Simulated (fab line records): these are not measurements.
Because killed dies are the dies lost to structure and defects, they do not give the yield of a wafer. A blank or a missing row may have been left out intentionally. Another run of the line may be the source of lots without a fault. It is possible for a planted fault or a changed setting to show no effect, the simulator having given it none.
fab line records	flow n5Finfet
record lots=10	wafers=30	lastDay=17
route steps=1938 shown BEOL_M13@1700 BEOL_M14@1722 PASSIVATION@1936
lots that met no fault: from a run of the same line without faults
startH: start of the lot's first displayed wafer, in hours after the record's first day	waitH: hours since the lot's step before	" as in the row above	L1.1+2: a row that stands for several wafers	- value missing, or start not given	* or withheld: withheld	< > ~ a bound
route shown NAME@n: NAME is a module with steps in the file, n the number in the route of the first one	usual: mean/standard deviation of fault-free wafers	same: alike in all rows	chamber/n: place in a boat	sites: per-site readings	_std_site: standard deviation across them	_edge_site: inner sites' mean taken away from outer sites' mean	radiusMm: how far each site lies from the wafer's centre	mask NAME#n: copy n	behind: tool/chamber where the wafer was last shaped	hold: cause of the lot's hold/its duration in hours/its outcome	device: transistor that didn't switch, given as n, p or np	end of line: the tests these same wafers got at the end of their route	for a step that has no rows: nothing shown but its recipe	killed: dies that structure and defects cost at the first sort, which is not the same as the wafer's yield	map: per-die view of a wafer (x killed, . not killed, _ where there is no die)
set.NAME: the setting that was run; set.NAME@STEP: the one run at that earlier step	model.NAME: the simulator's own value behind a step, which no gauge read
the route's steps for a sample of lots (tables are steps, rows are wafers)
services: when a tool's chamber went out of use (startH, in hours from the record's first day, below 0 if earlier), for how many hours, and the reason
## steps
# step N5_BEOL_M13_ETCH_38
# recipe chemistry=CF4/N2	target=SiCN	targetDepthA=675	taperDeg=2	timeS=71.9	ionEnergyEv=150	maskMaterial=SiO2	pressureMtorr=40	sourceW=430	biasW=70	Ar_flow_sccm=100	cf4FlowSccm=60	n2FlowSccm=60
# usual drypumpMotorCurrentA=5.85/0.26	oesProductAu=0.77/0.077	rfVppV=382.2/2.3	showerheadPlenumPTorr=2.21/0.085	throttleValvePct=15.50/0.26
lot.wafer	tool	chamber	startH	waitH	drypumpMotorCurrentA	oesProductAu	rfHoursCounterH	rfVppV	showerheadPlenumPTorr	throttleValvePct
L863.1	rieDiel-04	0	227.10	-	5.51	0.72	201	381.4	2.11	15.59
L863.4	"	3	"	"	6.22	0.73	188	382.4	2.20	15.77
L863.6	"	3	"	"	6.21	0.72	-	381.7	2.20	15.78
L866.2	rieDiel-04	2	253.74	-	5.62	0.87	19	386.0	2.35	15.13
L866.3	"	1	"	"	6.01	0.81	100	380.5	2.14	15.24
L866.4	"	3	"	"	6.22	0.72	-	381.2	2.20	15.79
L865.1	rieDiel-04	3	253.92	-	6.19	0.73	198	381.6	2.20	15.80
L865.3	"	1	"	"	6.01	0.83	100	379.5	2.14	15.22
L865.5	"	3	"	"	6.20	0.72	-	380.9	2.20	15.80
L868.1	rieDiel-04	3	256.96	-	6.21	0.72	199	380.0	2.20	15.80
L868.2	"	2	"	"	5.61	0.87	20	385.2	2.35	15.13
L868.4	"	3	"	"	6.23	0.72	-	381.6	2.20	15.81
L869.2	rieDiel-04	1	264.41	-	6.00	0.81	103	380.3	2.14	15.24
L869.4	"	3	"	"	6.21	0.71	-	381.0	2.20	15.79
L869.5	"	1	"	"	6.01	0.82	-	380.9	2.14	15.23
L870.1	rieDiel-04	3	272.27	-	6.23	0.71	204	383.1	2.19	15.79
L870.5	"	3	"	"	6.20	0.71	-	384.0	2.19	15.81
L870.6	"	0	"	"	5.59	0.72	-	380.6	2.11	15.59
L875.3	rieDiel-03	0	327.35	-	6.27	0.69	227	382.2	2.18	15.79
L875.4	"	2	"	"	5.69	0.71	200	384.6	2.26	15.61
L875.6	"	0	"	"	6.27	0.69	-	380.9	2.18	15.79
L881.1	rieDiel-05	3	356.08	-	6.01	0.70	205	380.8	2.10	15.77
L881.2	"	0	"	"	5.82	0.89	23	381.5	2.16	15.46
L881.5	"	0	"	"	5.81	0.90	-	380.8	2.16	15.47
L884.1	rieDiel-03	1	359.07	-	5.63	0.71	228	379.1	2.11	15.71
L884.2	"	2	"	"	5.73	0.72	209	383.9	2.26	15.64
L884.3	"	3	"	"	5.80	0.87	51	384.8	2.33	15.19
L883.2	rieDiel-03	0	371.61	-	6.28	0.69	240	382.1	2.17	15.82
L883.3	"	3	"	"	5.77	0.86	55	383.8	2.33	15.17
L883.6	"	1	"	"	5.55	0.71	-	380.6	2.11	15.72
# step N5_BEOL_M13_PRE_CLEAN_42
# recipe gas=H2/He	timeS=30	tempC=250
# usual heaterPowerW=318/33
lot.wafer	tool	chamber	startH	waitH	heaterPowerW
L863.1	pvdSputter-03	-	227.87	0.0	308
L863.4	"	-	"	"	311
L863.6	"	-	"	"	320
L866.2	pvdSputter-03	-	254.15	0.0	308
L866.3	"	-	"	"	325
L866.4	"	-	"	"	350
L865.1	pvdSputter-03	-	255.23	0.0	348
L865.3	"	-	"	"	316
L865.5	"	-	"	"	339
L868.1	pvdSputter-01	-	259.64	0.0	281
L868.2	"	-	"	"	304
L868.4	"	-	"	"	267
L869.2	pvdSputter-02	-	265.05	0.0	281
L869.4	"	-	"	"	307
L869.5	"	-	"	"	281
L870.1	pvdSputter-01	-	272.94	0.0	266
L870.5	"	-	"	"	340
L870.6	"	-	"	"	270
L875.3	pvdSputter-01	-	327.62	0.0	312
L875.4	"	-	"	"	268
L875.6	"	-	"	"	317
L881.1	pvdSputter-03	-	356.57	0.0	325
L881.2	"	-	"	"	318
L881.5	"	-	"	"	295
L884.1	pvdSputter-02	-	359.53	0.0	310
L884.2	"	-	"	"	276
L884.3	"	-	"	"	389
L883.2	pvdSputter-02	-	372.13	0.0	394
L883.3	"	-	"	"	275
L883.6	"	-	"	"	288
# step N5_BEOL_M13_DEP_53
# recipe material=SiCN	targetThkA=500	tempC=withheld	precursor=3MS/NH3	pressureTorr=3	rfW=675	timeS=17.8
# usual showerheadPlenumPTorr=4.159/0.016	throttleValvePct=18.4/1.4
lot.wafer	tool	chamber	startH	waitH	showerheadPlenumPTorr	throttleValvePct
L863.1	pecvd-01	0	229.27	0.0	4.153	18.1
L863.4	"	0	"	"	4.157	18.1
L863.6	"	0	"	"	4.143	18.1
L866.2	pecvd-01	1	255.30	0.0	4.158	19.7
L866.3	"	2	"	"	4.149	16.2
L866.4	"	0	"	"	4.158	18.1
L865.1	pecvd-01	0	256.36	0.0	4.161	18.1
L865.3	"	2	"	"	4.152	16.5
L865.5	"	0	"	"	4.150	18.1
L868.1	pecvd-04	0	260.77	0.0	4.166	18.2
L868.2	"	2	"	"	4.160	16.4
L868.4	"	0	"	"	4.158	18.3
L869.2	pecvd-01	0	266.29	0.0	4.158	18.1
L869.4	"	0	"	"	4.157	18.3
L869.5	"	2	"	"	4.144	16.7
L870.1	pecvd-04	0	274.09	0.0	4.159	18.2
L870.5	"	2	"	"	4.153	16.1
L870.6	"	1	"	"	4.158	20.9
L875.3	pecvd-01	1	328.86	0.0	4.143	19.8
L875.4	"	1	"	"	4.153	19.5
L875.6	"	2	"	"	4.146	16.5
L881.1	pecvd-01	1	357.71	0.0	4.146	19.8
L881.2	"	2	"	"	4.151	16.6
L881.5	"	0	"	"	4.158	18.3
L884.1	pecvd-03	1	360.66	0.0	4.173	19.2
L884.2	"	2	"	"	4.157	17.9
L884.3	"	0	"	"	4.204	19.4
L883.2	pecvd-03	0	373.26	0.0	4.200	19.3
L883.3	"	2	"	"	4.161	17.9
L883.6	"	2	"	"	4.172	18.4
# step N5_BEOL_M14_EXPOSE_07
# recipe maskId=V13	na=0.8	sourceShape=annular	sigmaInner=0.5	sigmaOuter=0.8	polarization=unpolarized	attpsmPhaseDeg=180	doseMj=57
# usual exposureDoseMJCm2=56.98/0.057	focusOffsetNm=0.0/0.5
# same na=0.8
lot.wafer	tool	chamber	startH	waitH	mask	exposureDoseMJCm2	focusOffsetNm
L863.1	krfScanner-02	0	229.94	-	V13#0	56.96	0.2
L863.4	"	0	"	"	V13#0	57.02	-0.8
L863.6	"	0	"	"	V13#0	57.07	-0.4
L866.2	krfScanner-02	0	255.96	-	V13#0	57.05	-0.8
L866.3	"	0	"	"	V13#0	57.08	0.4
L866.4	"	0	"	"	V13#0	57.06	-0.2
L865.1	krfScanner-01	0	257.02	-	V13#0	57.01	0.1
L865.3	"	0	"	"	V13#0	56.99	0.1
L865.5	"	0	"	"	V13#0	56.97	-0.1
L868.1	krfScanner-02	0	261.35	-	V13#0	56.92	0.8
L868.2	"	0	"	"	V13#0	57.02	0.2
L868.4	"	0	"	"	V13#0	56.94	0.1
L869.2	krfScanner-01	0	266.87	-	V13#0	56.91	0.0
L869.4	"	0	"	"	V13#0	57.00	0.0
L869.5	"	0	"	"	V13#0	56.96	0.5
L870.1	krfScanner-02	0	274.66	-	V13#0	56.94	1.1
L870.5	"	0	"	"	V13#0	57.02	-0.2
L870.6	"	0	"	"	V13#0	56.97	0.9
L875.3	krfScanner-01	0	329.44	-	V13#0	56.91	-0.3
L875.4	"	0	"	"	V13#0	57.01	0.1
L875.6	"	0	"	"	V13#0	56.89	0.6
L881.1	krfScanner-02	0	358.16	-	V13#0	53.02	-0.5
L881.2	"	0	"	"	V13#0	52.95	-0.6
L881.5	"	0	"	"	V13#0	53.02	-0.1
L884.1	krfScanner-01	0	361.24	-	V13#0	56.97	-0.6
L884.2	"	0	"	"	V13#0	56.95	-0.5
L884.3	"	0	"	"	V13#0	57.01	-0.4
L883.2	krfScanner-02	0	373.84	-	V13#0	53.74	-0.8
L883.3	"	0	"	"	V13#0	53.72	-0.6
L883.6	"	0	"	"	V13#0	53.75	-0.5
# step N5_BEOL_M14_CD_MEAS_10
# recipe targetCdNm=250	landingEnergyEv=500	detector=seInlens	polarity=opening
# usual cdNm=250.3/1.9
lot.wafer	tool	chamber	startH	waitH	cdNm
L863.1	cdSem-02	0	230.12	-	248.1
L863.4	"	0	"	"	248.7
L863.6	"	0	"	"	248.0
L866.2	cdSem-02	0	256.13	-	251.4
L866.3	"	0	"	"	251.6
L866.4	"	0	"	"	253.7
L865.1	cdSem-02	0	257.19	-	251.5
L865.3	"	0	"	"	247.4
L865.5	"	0	"	"	250.0
L868.1	cdSem-01	0	261.52	-	248.1
L868.2	"	0	"	"	246.7
L868.4	"	0	"	"	248.7
L869.2	cdSem-02	0	267.04	-	251.6
L869.4	"	0	"	"	248.1
L869.5	"	0	"	"	251.1
L870.1	cdSem-02	0	274.84	-	250.2
L870.5	"	0	"	"	252.5
L870.6	"	0	"	"	250.7
L875.3	cdSem-02	0	329.61	-	253.1
L875.4	"	0	"	"	253.1
L875.6	"	0	"	"	252.9
L881.1	cdSem-01	0	358.33	-	237.7
L881.2	"	0	"	"	237.9
L881.5	"	0	"	"	235.2
L884.1	cdSem-03	0	361.41	-	248.2
L884.2	"	0	"	"	250.0
L884.3	"	0	"	"	249.0
L883.2	cdSem-01	0	374.01	-	239.9
L883.3	"	0	"	"	238.4
L883.6	"	0	"	"	240.7
# step N5_PASSIVATION_PROBE_49
# usual defectLimitedYield=91.0/1.5	killed_at_M0_to_M3=34/11	killed_at_M4_up=14/5.3	killedAtContacts=13/7	killedAtFrontEnd=41/13	killedAtOther=4/3.1	killedDies=106/17	killedOpen=70/12	killedShort=35/8	sort_bin_5_function=5.2/0.98	sort_bin_6_memory=3.4/0.69	sortNPass=1074/17	sortYieldPct=91.0/1.5
# same grossDies=1180	killedAtBackSide=0	sort_bin_4_leakage[%]=0	sort_bin_8_speed[%]=0
lot.wafer	tool	chamber	startH	waitH	defectLimitedYield[%]	killed_at_M0_to_M3	killed_at_M4_up	killedAtContacts	killedAtFrontEnd	killedAtOther	killedDies	killedOpen	killedShort	sort_bin_5_function[%]	sort_bin_6_memory[%]	sortNPass	sortYieldPct[%]
L875.3	prober-02	-	356.60	0.1	93.6	23	11	3	33	6	76	40	35	3.6	2.7	1104	93.6
L875.4	prober-02	-	356.65	0.2	91.8	35	11	12	33	6	97	63	34	4.7	3.3	1083	91.8
L875.6	prober-02	-	356.75	0.3	90.3	32	11	18	47	7	115	82	33	5.9	3.6	1065	90.3
# killed by level:class
L875.3 DUMMY_GATE:geometricParticle:open=9 BEOL_M0_SAQP:geometricParticle:open=8 STARTING-WAFER:geometricParticle:short=6 FIN_SAQP:geometricParticle:short=4 BEOL_M0_SAQP:geometricParticle:short=4 BEOL_M2:geometricParticle:open=4 BEOL_M4:geometricParticle:open=4 DUMMY_GATE:geometricParticle:short=3
L875.4 BEOL_M2:geometricParticle:open=11 STI_FIN_REVEAL:geometricParticle:open=7 MOL_CONTACT_COAG:geometricParticle:open=7 GATE_CUT:geometricParticle:short=6 BEOL_M0_SAQP:geometricParticle:short=6 MOL_CONTACT_COAG:geometricParticle:short=5 BEOL_M1:geometricParticle:open=5 STARTING-WAFER:geometricParticle:open=5
L875.6 STI_FIN_REVEAL:geometricParticle:open=19 MOL_CONTACT_COAG:geometricParticle:open=15 BEOL_M3:geometricParticle:open=11 BEOL_M0_SAQP:geometricParticle:open=6 BEOL_M0_SAQP:geometricParticle:short=6 FIN_SAQP:geometricParticle:short=5 GATE_CUT:geometricParticle:short=5 STARTING-WAFER:geometricParticle:open=5
## services
tool	chamber	startH	hours	kind
rieDiel-04	-	234.11	1.7	repair
krfScanner-02	-	237.45	1.3	pm
krfScanner-01	-	248.66	3.6	pm
rieDiel-04	0	248.92	19.3	repair
rieDiel-05	-	261.73	0.6	repair
krfScanner-01	-	267.78	1.0	pm
pecvd-01	0	275.08	15.7	repair
rieDiel-04	1	276.61	5.4	repair
rieDiel-04	-	281.45	0.4	repair
rieDiel-04	1	283.72	16.7	repair
pvdSputter-02	-	288.44	40.3	repair
pecvd-01	0	291.87	11.2	repair
pecvd-04	-	295.33	1.2	repair
krfScanner-02	-	304.99	0.8	pm
rieDiel-03	1	318.53	5.0	repair
rieDiel-04	0	325.47	51.5	repair
krfScanner-01	-	332.69	7.2	pm
rieDiel-04	-	336.74	2.8	pm
pecvd-03	-	343.35	14.6	pm
krfScanner-02	-	346.22	1.0	pm
pecvd-01	-	348.09	1.2	repair
krfScanner-01	-	354.59	1.3	pm
pvdSputter-01	-	365.77	7.8	repair
krfScanner-01	-	369.64	0.8	pm
## key
firstSign step=N5_BEOL_M14_EXPOSE_07	reading=exposureDoseMJCm2	direction=down	sigmas=63	usual=56.98	struck=53.37
effect step=N5_BEOL_M14_CD_MEAS_10	reading=cdNm	direction=down	sigmas=6.4	usual=250.3	struck=238.3	through=controlLoop
metAt N5_BEOL_M14_EXPOSE_07
struckLots L881,L883
loopTrim step=N5_BEOL_M14_EXPOSE_07	setting=dose	lots=L883
notActingAt N5_BEOL_M13_ETCH_38,N5_BEOL_M13_PRE_CLEAN_42,N5_BEOL_M13_DEP_53
onsetBetween 274.66 358.16
fault kind=processParameterDrift	tool=krfScanner-02	chamber=-	onsetH=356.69	steps=N5_BEOL_M14_EXPOSE_07	channel=doseMj	offset=-4.0402	shape=step	actsIn=theseRecipesOnly	stated=57
# loopTrim: a control loop set the setting to another value than it would have without faults
